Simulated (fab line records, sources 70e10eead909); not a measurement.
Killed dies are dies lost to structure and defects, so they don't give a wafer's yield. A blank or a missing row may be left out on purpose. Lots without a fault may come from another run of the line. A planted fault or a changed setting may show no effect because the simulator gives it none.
One fault seen from 2 desks | flow nand_harc | each desk has only its own numbers; what lay behind them comes last

THE TOOL OWNER'S DESK: litho_track-04
The tool's own readings at NHARC_A_M0_PEB_07 (peb time 65 s): means of the sampled wafers that have a number, for each lot that ran on this tool. A lot is out of limits, marked OUT, if its mean lies more than 4 standard deviations from the usual mean; the brackets give that distance.
Columns: A = resist_line_temp_C at NHARC_A_M0_PEB_07, usual 22.98 C
lot  | first seen here | A
L809 | day 23 11:08    | 22.93
L813 | day 24 13:19    | 22.99
L819 | day 27 02:23    | 22.86
L822 | day 28 14:10    | 22.99
This desk's finding: nothing out of limits on any of the 4 lots.

THE METROLOGY DESK
What the gauges read, lot by lot, whatever tool the lot ran on: means of the sampled wafers that have a number. A lot is out of limits, marked OUT, if its mean lies more than 4 standard deviations from the usual mean; the brackets give that distance.
Columns: A = cd_nm at NHARC_A_M0_CD_MEAS_09, usual 80.0 nm; B = cd_nm at NHARC_A_M0_CD_MEAS_16, usual 79.9 nm
lot  | first seen here | A               | B
L810 | day 23 10:22    | 80.0            | 79.4
L809 | day 23 11:13    | 80.3            | 80.3
L813 | day 24 13:25    | 79.8            | 80.7
L815 | day 25 07:04    | 79.2            | 79.6
L820 | day 26 20:25    | 79.5            | 80.1
L819 | day 27 02:28    | 79.6            | 78.9
L822 | day 28 14:15    | 83.5 (+5.2) OUT | 82.8
L828 | day 31 03:37    | 80.5            | 80.0
L829 | day 31 05:17    | 80.5            | 81.2
L830 | day 31 14:54    | 80.5            | 81.4
L831 | day 32 05:11    | 80.5            | 81.7
This desk's finding: out of limits on L822; first on L822, day 28 14:15 (cd_nm at NHARC_A_M0_CD_MEAS_09). In limits: L810, L809, L813, L815, L820, L819, L828, L829, L830, L831.

PUT TOGETHER
The metrology desk could have raised an alarm at day 28 14:15, on L822.
The tool owner's desk saw nothing out of limits.
The tool owner's desk has L822 on record, within its limits.
Of the lots named, all ran NHARC_A_M0_PEB_07 on litho_track-04.

WHAT THE SIMULATOR HAD PUT IN
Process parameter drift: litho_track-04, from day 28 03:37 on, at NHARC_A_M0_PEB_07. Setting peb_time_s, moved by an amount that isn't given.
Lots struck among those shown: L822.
Hours from the fault's start to each desk's first reading out of limits: the metrology desk, 11.
